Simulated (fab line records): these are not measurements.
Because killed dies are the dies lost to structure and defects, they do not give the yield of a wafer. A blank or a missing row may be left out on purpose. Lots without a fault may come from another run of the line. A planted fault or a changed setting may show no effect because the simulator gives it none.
Which tool did it? / flow n5_finfet / Sampling: 8 lots, 24 wafers, 5 of 1938 route steps

WHAT THE GAUGES READ, wafer by wafer
N5_BEOL_M4_RC_MEAS_101. Usual: DIBL_N 36.6 mV/V, standard deviation 1.3; DIBL_P 36.4 mV/V, standard deviation 1.4; IOFF_N 0.167 nA/um, standard deviation 0.023; IOFF_P 0.219 nA/um, standard deviation 0.029; ION_N 678 uA/um, standard deviation 8.7; ION_P 464 uA/um, standard deviation 6.4; SS_N 71.5 mV/dec, standard deviation 0.53; SS_P 73.4 mV/dec, standard deviation 0.57; VT_N 248.5 mV, standard deviation 2.8; VT_P -249 mV, standard deviation 3.1.
lot=L291; measured=day 9 06:21; on=prober-01; DIBL_N (mV/V)=39.7 37.9 37.8; DIBL_P (mV/V)=38.0 35.7 35.3; IOFF_N (nA/um)=0.211 0.180 0.174; IOFF_P (nA/um)=0.267 0.226 0.220; ION_N (uA/um)=692 686 674; ION_P (uA/um)=469 469 463; SS_N (mV/dec)=72.4 71.0 71.6; SS_P (mV/dec)=74.2 73.1 72.9; VT_N (mV)=244.7 245.5 247.3; VT_P (mV)=-246 -248 -249; flag=
lot=L294; measured=day 9 10:55; on=prober-02; DIBL_N (mV/V)=37.2 37.2 39.4; DIBL_P (mV/V)=36.1 35.8 38.8; IOFF_N (nA/um)=0.166 0.158 0.219; IOFF_P (nA/um)=0.233 0.233 0.279; ION_N (uA/um)=688 691 702; ION_P (uA/um)=471 470 477; SS_N (mV/dec)=71.8 71.2 71.9; SS_P (mV/dec)=73.2 73.9 74.0; VT_N (mV)=247.2 246.0 242.7; VT_P (mV)=-245 -245 -246; flag=
lot=L299; measured=day 13 12:19; on=prober-01; DIBL_N (mV/V)=35.0 37.5 36.5; DIBL_P (mV/V)=35.7 38.7 37.6; IOFF_N (nA/um)=0.166 0.216 0.195; IOFF_P (nA/um)=0.218 0.273 0.262; ION_N (uA/um)=672 671 671; ION_P (uA/um)=460 466 469; SS_N (mV/dec)=71.2 71.8 71.5; SS_P (mV/dec)=72.8 73.4 74.1; VT_N (mV)=247.8 248.1 247.5; VT_P (mV)=-251 -248 -249; flag=
lot=L300; measured=day 12 19:20; on=prober-01; DIBL_N (mV/V)=34.9 36.6 34.6; DIBL_P (mV/V)=34.7 36.5 34.2; IOFF_N (nA/um)=0.144 0.170 0.131; IOFF_P (nA/um)=0.182 0.208 0.178; ION_N (uA/um)=674 669 665; ION_P (uA/um)=460 458 461; SS_N (mV/dec)=71.2 71.6 70.7; SS_P (mV/dec)=72.9 73.3 72.7; VT_N (mV)=250.8 247.6 249.1; VT_P (mV)=-253 -249 -251; flag=
lot=L313; measured=day 15 15:25; on=prober-02; DIBL_N (mV/V)=36.2 36.1 35.8; DIBL_P (mV/V)=37.2 36.6 36.3; IOFF_N (nA/um)=0.160 0.153 0.151; IOFF_P (nA/um)=0.197 0.182 0.179; ION_N (uA/um)=679 676 679; ION_P (uA/um)=461 457 460; SS_N (mV/dec)=71.8 71.3 70.9; SS_P (mV/dec)=72.2 72.6 72.6; VT_N (mV)=248.6 251.2 250.6; VT_P (mV)=-252 -250 -252; flag=

TOOL THAT RAN EACH LOT (tool first, then ch and the chambers of the sampled wafers, then the start)
lot=L291; N5_BEOL_M0_SAQP_ETCH_102=rie_si-03 ch 0,1,2, day 5 22:27; N5_BEOL_M0_SAQP_MANDREL_ETCH_103=rie_si-03 ch 0,1,2, day 5 22:29; N5_BEOL_M0_SAQP_ETCH_106=rie_diel-03 ch 0,1, day 6 00:03; N5_BEOL_M0_SAQP_ETCH_73=rie_diel-03 ch 0,2, day 6 01:38
lot=L294; N5_BEOL_M0_SAQP_ETCH_102=rie_si-03 ch 1,2,3, day 6 15:17; N5_BEOL_M0_SAQP_MANDREL_ETCH_103=rie_si-03 ch 1,2,3, day 6 15:19; N5_BEOL_M0_SAQP_ETCH_106=rie_diel-03 ch 1,2,3, day 6 15:50; N5_BEOL_M0_SAQP_ETCH_73=rie_diel-06 ch 1,2,3, day 6 17:46
lot=L299; N5_BEOL_M0_SAQP_ETCH_102=rie_si-03 ch 0,2,3, day 7 19:30; N5_BEOL_M0_SAQP_MANDREL_ETCH_103=rie_si-03 ch 0,2,3, day 7 19:32; N5_BEOL_M0_SAQP_ETCH_106=rie_diel-03 ch 2,3, day 7 20:04; N5_BEOL_M0_SAQP_ETCH_73=rie_diel-06 ch 0,1, day 7 21:43
lot=L300; N5_BEOL_M0_SAQP_ETCH_102=rie_si-03 ch 0,1,3, day 7 23:58; N5_BEOL_M0_SAQP_MANDREL_ETCH_103=rie_si-03 ch 0,1,3, day 8 00:00; N5_BEOL_M0_SAQP_ETCH_106=rie_diel-03 ch 0,1,2, day 8 00:33; N5_BEOL_M0_SAQP_ETCH_73=rie_diel-02 ch 1,2,3, day 8 02:10
lot=L310; N5_BEOL_M0_SAQP_ETCH_102=rie_si-06 ch 0,1,2, day 10 23:07; N5_BEOL_M0_SAQP_MANDREL_ETCH_103=rie_si-06 ch 0,1,2, day 10 23:09; N5_BEOL_M0_SAQP_ETCH_106=rie_diel-06 ch 0,1,2, day 10 23:41; N5_BEOL_M0_SAQP_ETCH_73=rie_diel-03 ch 0,1,3, day 11 01:20
lot=L311; N5_BEOL_M0_SAQP_ETCH_102=rie_si-06 ch 1,2, day 11 02:02; N5_BEOL_M0_SAQP_MANDREL_ETCH_103=rie_si-06 ch 1,2, day 11 02:04; N5_BEOL_M0_SAQP_ETCH_106=rie_diel-06 ch 1,2, day 11 02:43; N5_BEOL_M0_SAQP_ETCH_73=rie_diel-06 ch 0,1, day 11 04:23
lot=L312; N5_BEOL_M0_SAQP_ETCH_102=rie_si-06 ch 0,1, day 11 10:08; N5_BEOL_M0_SAQP_MANDREL_ETCH_103=rie_si-06 ch 0,1, day 11 10:10; N5_BEOL_M0_SAQP_ETCH_106=rie_diel-06 ch 0,1,2, day 11 10:42; N5_BEOL_M0_SAQP_ETCH_73=rie_diel-02 ch 0,2,3, day 11 12:41
lot=L313; N5_BEOL_M0_SAQP_ETCH_102=rie_si-03 ch 0,2, day 11 13:32; N5_BEOL_M0_SAQP_MANDREL_ETCH_103=rie_si-03 ch 0,2, day 11 13:34; N5_BEOL_M0_SAQP_ETCH_106=rie_diel-03 ch 0,2, day 11 14:05; N5_BEOL_M0_SAQP_ETCH_73=rie_diel-03 ch 1,2,3, day 11 16:49
- N5_BEOL_M0_SAQP_ETCH_102: etches SiO2 in CF4, target depth 4 nm, time 4.4 s.
- N5_BEOL_M0_SAQP_MANDREL_ETCH_103: etches a-Si in HBr/Cl2, stops on SiCN, target depth 45 nm, bt time 10 s, time 27 s.
- N5_BEOL_M0_SAQP_ETCH_106: etches SOC in N2/H2, stops on SiNx, target depth 150 nm.
- N5_BEOL_M0_SAQP_ETCH_73: etches SiARC in CF4, target depth 19.5 nm, time 32.5 s.

WHAT THE TOOLS THEMSELVES READ (means of the sampled wafers that have a number; where no wafer has one, the mark that the record gives instead)
N5_BEOL_M0_SAQP_ETCH_102. Usual: bias_w 400.1 W, standard deviation 1.2; cf4_flow_sccm 79.98 sccm, standard deviation 0.24; drypump_motor_current_A 5.7 A, standard deviation 0.53; oes_product_au 0.987 a.u., standard deviation 0.02; throttle_valve_pct 21.66 %, standard deviation 0.18.
lot=L291; tool=rie_si-03; bias_w (W)=401.2; cf4_flow_sccm (sccm)=79.75; drypump_motor_current_A (A)=5.8; oes_product_au (a.u.)=0.989; throttle_valve_pct (%)=21.70; flag=
lot=L294; tool=rie_si-03; bias_w (W)=400.6; cf4_flow_sccm (sccm)=79.90; drypump_motor_current_A (A)=6.0; oes_product_au (a.u.)=0.986; throttle_valve_pct (%)=21.63; flag=
lot=L299; tool=rie_si-03; bias_w (W)=399.9; cf4_flow_sccm (sccm)=79.87; drypump_motor_current_A (A)=5.4; oes_product_au (a.u.)=0.975; throttle_valve_pct (%)=21.63; flag=
lot=L300; tool=rie_si-03; bias_w (W)=400.4; cf4_flow_sccm (sccm)=79.91; drypump_motor_current_A (A)=5.7; oes_product_au (a.u.)=0.981; throttle_valve_pct (%)=21.66; flag=
lot=L310; tool=rie_si-06; bias_w (W)=400.2; cf4_flow_sccm (sccm)=80.10; drypump_motor_current_A (A)=5.5; oes_product_au (a.u.)=1.014; throttle_valve_pct (%)=21.58; flag=
lot=L311; tool=rie_si-06; bias_w (W)=399.9; cf4_flow_sccm (sccm)=80.18; drypump_motor_current_A (A)=5.2; oes_product_au (a.u.)=1.021; throttle_valve_pct (%)=21.57; flag=
lot=L312; tool=rie_si-06; bias_w (W)=399.8; cf4_flow_sccm (sccm)=79.81; drypump_motor_current_A (A)=5.7; oes_product_au (a.u.)=1.017; throttle_valve_pct (%)=21.74; flag=
lot=L313; tool=rie_si-03; bias_w (W)=400.6; cf4_flow_sccm (sccm)=80.27; drypump_motor_current_A (A)=5.3; oes_product_au (a.u.)=0.974; throttle_valve_pct (%)=21.70; flag=

N5_BEOL_M0_SAQP_MANDREL_ETCH_103. Usual: HBr_flow_sccm 150.0 sccm, standard deviation 0.44; bias_w 75.02 W, standard deviation 0.22; drypump_motor_current_A 5.7 A, standard deviation 0.52; oes_product_au 0.675 a.u., standard deviation 0.013; throttle_valve_pct 35.33 %, standard deviation 0.21.
lot=L291; tool=rie_si-03; HBr_flow_sccm (sccm)=149.9; bias_w (W)=74.81; drypump_motor_current_A (A)=5.8; oes_product_au (a.u.)=0.671; throttle_valve_pct (%)=35.28; flag=
lot=L294; tool=rie_si-03; HBr_flow_sccm (sccm)=150.2; bias_w (W)=75.19; drypump_motor_current_A (A)=6.0; oes_product_au (a.u.)=0.664; throttle_valve_pct (%)=35.29; flag=
lot=L299; tool=rie_si-03; HBr_flow_sccm (sccm)=149.9; bias_w (W)=75.00; drypump_motor_current_A (A)=5.4; oes_product_au (a.u.)=0.665; throttle_valve_pct (%)=35.30; flag=
lot=L300; tool=rie_si-03; HBr_flow_sccm (sccm)=149.7; bias_w (W)=74.94; drypump_motor_current_A (A)=5.7; oes_product_au (a.u.)=0.680; throttle_valve_pct (%)=35.37; flag=
lot=L310; tool=rie_si-06; HBr_flow_sccm (sccm)=149.9; bias_w (W)=75.01; drypump_motor_current_A (A)=5.5; oes_product_au (a.u.)=0.691; throttle_valve_pct (%)=35.24; flag=
lot=L311; tool=rie_si-06; HBr_flow_sccm (sccm)=149.8; bias_w (W)=75.08; drypump_motor_current_A (A)=5.2; oes_product_au (a.u.)=0.697; throttle_valve_pct (%)=35.14; flag=
lot=L312; tool=rie_si-06; HBr_flow_sccm (sccm)=149.8; bias_w (W)=74.90; drypump_motor_current_A (A)=5.7; oes_product_au (a.u.)=0.695; throttle_valve_pct (%)=35.45; flag=
lot=L313; tool=rie_si-03; HBr_flow_sccm (sccm)=149.6; bias_w (W)=75.08; drypump_motor_current_A (A)=5.3; oes_product_au (a.u.)=0.677; throttle_valve_pct (%)=35.27; flag=

N5_BEOL_M0_SAQP_ETCH_106. Usual: for bias_w, 61.02 W with a standard deviation of 0.18; for chamber_pressure_mTorr, 30.000 mTorr with a standard deviation of 0.026; for drypump_motor_current_A, 5.6 A with a standard deviation of 0.49; for oes_product_au, 0.78 a.u. with a standard deviation of 0.089; for rf_vpp_V, 240.6 V with a standard deviation of 1.5; for showerhead_plenum_p_Torr, 2.53 Torr with a standard deviation of 0.099; for throttle_valve_pct, 17.84 % with a standard deviation of 0.26.
lot=L291; tool=rie_diel-03; bias_w (W)=60.74; chamber_pressure_mTorr (mTorr)=29.980; drypump_motor_current_A (A)=5.6; oes_product_au (a.u.)=0.77; rf_vpp_V (V)=241.1; showerhead_plenum_p_Torr (Torr)=2.58; throttle_valve_pct (%)=17.84; flag=
lot=L294; tool=rie_diel-03; bias_w (W)=60.97; chamber_pressure_mTorr (mTorr)=30.011; drypump_motor_current_A (A)=5.6; oes_product_au (a.u.)=0.80; rf_vpp_V (V)=241.6; showerhead_plenum_p_Torr (Torr)=2.58; throttle_valve_pct (%)=17.86; flag=
lot=L299; tool=rie_diel-03; bias_w (W)=60.87; chamber_pressure_mTorr (mTorr)=29.975; drypump_motor_current_A (A)=5.5; oes_product_au (a.u.)=0.85; rf_vpp_V (V)=241.7; showerhead_plenum_p_Torr (Torr)=2.61; throttle_valve_pct (%)=17.72; flag=
lot=L300; tool=rie_diel-03; bias_w (W)=61.08; chamber_pressure_mTorr (mTorr)=30.009; drypump_motor_current_A (A)=5.4; oes_product_au (a.u.)=0.75; rf_vpp_V (V)=240.2; showerhead_plenum_p_Torr (Torr)=2.50; throttle_valve_pct (%)=17.86; flag=
lot=L310; tool=rie_diel-06; bias_w (W)=61.10; chamber_pressure_mTorr (mTorr)=30.020; drypump_motor_current_A (A)=5.8; oes_product_au (a.u.)=0.78; rf_vpp_V (V)=240.3; showerhead_plenum_p_Torr (Torr)=2.51; throttle_valve_pct (%)=17.82; flag=
lot=L311; tool=rie_diel-06; bias_w (W)=61.11; chamber_pressure_mTorr (mTorr)=29.992; drypump_motor_current_A (A)=6.2; oes_product_au (a.u.)=0.72; rf_vpp_V (V)=239.8; showerhead_plenum_p_Torr (Torr)=2.49; throttle_valve_pct (%)=17.83; flag=
lot=L312; tool=rie_diel-06; bias_w (W)=61.18; chamber_pressure_mTorr (mTorr)=30.023; drypump_motor_current_A (A)=5.8; oes_product_au (a.u.)=0.77; rf_vpp_V (V)=239.7; showerhead_plenum_p_Torr (Torr)=2.51; throttle_valve_pct (%)=17.82; flag=
lot=L313; tool=rie_diel-03; bias_w (W)=60.93; chamber_pressure_mTorr (mTorr)=29.995; drypump_motor_current_A (A)=5.1; oes_product_au (a.u.)=0.91; rf_vpp_V (V)=242.4; showerhead_plenum_p_Torr (Torr)=2.63; throttle_valve_pct (%)=17.63; flag=

N5_BEOL_M0_SAQP_ETCH_73. Usual: bias_w 35.99 W, standard deviation 0.11; cf4_flow_sccm 99.97 sccm, standard deviation 0.28; drypump_motor_current_A 5.6 A, standard deviation 0.44; etch_rf_on_time_s 32.5 s, standard deviation 0.53; oes_product_au 0.69 a.u., standard deviation 0.081; rf_vpp_V 184.1 V, standard deviation 1.3; showerhead_plenum_p_Torr 2.14 Torr, standard deviation 0.076; throttle_valve_pct 15.64 %, standard deviation 0.25.
lot=L291; tool=rie_diel-03; bias_w (W)=35.94; cf4_flow_sccm (sccm)=100.17; drypump_motor_current_A (A)=5.1; etch_rf_on_time_s (s)=33.4; oes_product_au (a.u.)=0.65; rf_vpp_V (V)=182.9; showerhead_plenum_p_Torr (Torr)=2.06; throttle_valve_pct (%)=15.68; flag=
lot=L294; tool=rie_diel-06; bias_w (W)=36.10; cf4_flow_sccm (sccm)=99.94; drypump_motor_current_A (A)=5.8; etch_rf_on_time_s (s)=32.5; oes_product_au (a.u.)=0.62; rf_vpp_V (V)=183.8; showerhead_plenum_p_Torr (Torr)=2.13; throttle_valve_pct (%)=15.77; flag=
lot=L299; tool=rie_diel-06; bias_w (W)=35.92; cf4_flow_sccm (sccm)=100.04; drypump_motor_current_A (A)=5.3; etch_rf_on_time_s (s)=32.2; oes_product_au (a.u.)=0.75; rf_vpp_V (V)=183.6; showerhead_plenum_p_Torr (Torr)=2.14; throttle_valve_pct (%)=15.57; flag=
lot=L300; tool=rie_diel-02; bias_w (W)=35.90; cf4_flow_sccm (sccm)=99.75; drypump_motor_current_A (A)=6.0; etch_rf_on_time_s (s)=32.0; oes_product_au (a.u.)=0.70; rf_vpp_V (V)=185.1; showerhead_plenum_p_Torr (Torr)=2.17; throttle_valve_pct (%)=15.65; flag=
lot=L310; tool=rie_diel-03; bias_w (W)=-; cf4_flow_sccm (sccm)=-; drypump_motor_current_A (A)=-; etch_rf_on_time_s (s)=-; oes_product_au (a.u.)=-; rf_vpp_V (V)=-; showerhead_plenum_p_Torr (Torr)=-; throttle_valve_pct (%)=-; flag=OFF
lot=L311; tool=rie_diel-06; bias_w (W)=-; cf4_flow_sccm (sccm)=-; drypump_motor_current_A (A)=-; etch_rf_on_time_s (s)=-; oes_product_au (a.u.)=-; rf_vpp_V (V)=-; showerhead_plenum_p_Torr (Torr)=-; throttle_valve_pct (%)=-; flag=OFF
lot=L312; tool=rie_diel-02; bias_w (W)=-; cf4_flow_sccm (sccm)=-; drypump_motor_current_A (A)=-; etch_rf_on_time_s (s)=-; oes_product_au (a.u.)=-; rf_vpp_V (V)=-; showerhead_plenum_p_Torr (Torr)=-; throttle_valve_pct (%)=-; flag=OFF
lot=L313; tool=rie_diel-03; bias_w (W)=36.06; cf4_flow_sccm (sccm)=99.97; drypump_motor_current_A (A)=5.6; etch_rf_on_time_s (s)=32.5; oes_product_au (a.u.)=0.72; rf_vpp_V (V)=185.1; showerhead_plenum_p_Torr (Torr)=2.24; throttle_valve_pct (%)=15.53; flag=

THE ANSWER, worked out from the rows above alone
Rule: take the mean of a lot's wafers that have a number; if it is more than 3 standard deviations from the usual mean, the lot is off. Also off: a lot with no number at a reading for which 4 or more lots have one. Where the step has rows for the other lots, those lots are counted as sound. First the gauges in route order, then the tools' own readings, where a lot's mean is used as printed above. At the first step where some lot is off, the reading lying furthest off is the one used; lots without a number count as furthest.
Off: L310, L311, L312, at N5_BEOL_M0_SAQP_ETCH_73 (bias_w). Without a number there: L310, L311, L312.
A tool fits if, at that step or a process step before it, it ran every lot that is off, and no sound lot after the first of them. Undecided on this evidence; 2 tools fit (rie_si-06 at N5_BEOL_M0_SAQP_ETCH_102 and N5_BEOL_M0_SAQP_MANDREL_ETCH_103, rie_diel-06 at N5_BEOL_M0_SAQP_ETCH_106).

WHAT THE SIMULATOR HAD PUT IN
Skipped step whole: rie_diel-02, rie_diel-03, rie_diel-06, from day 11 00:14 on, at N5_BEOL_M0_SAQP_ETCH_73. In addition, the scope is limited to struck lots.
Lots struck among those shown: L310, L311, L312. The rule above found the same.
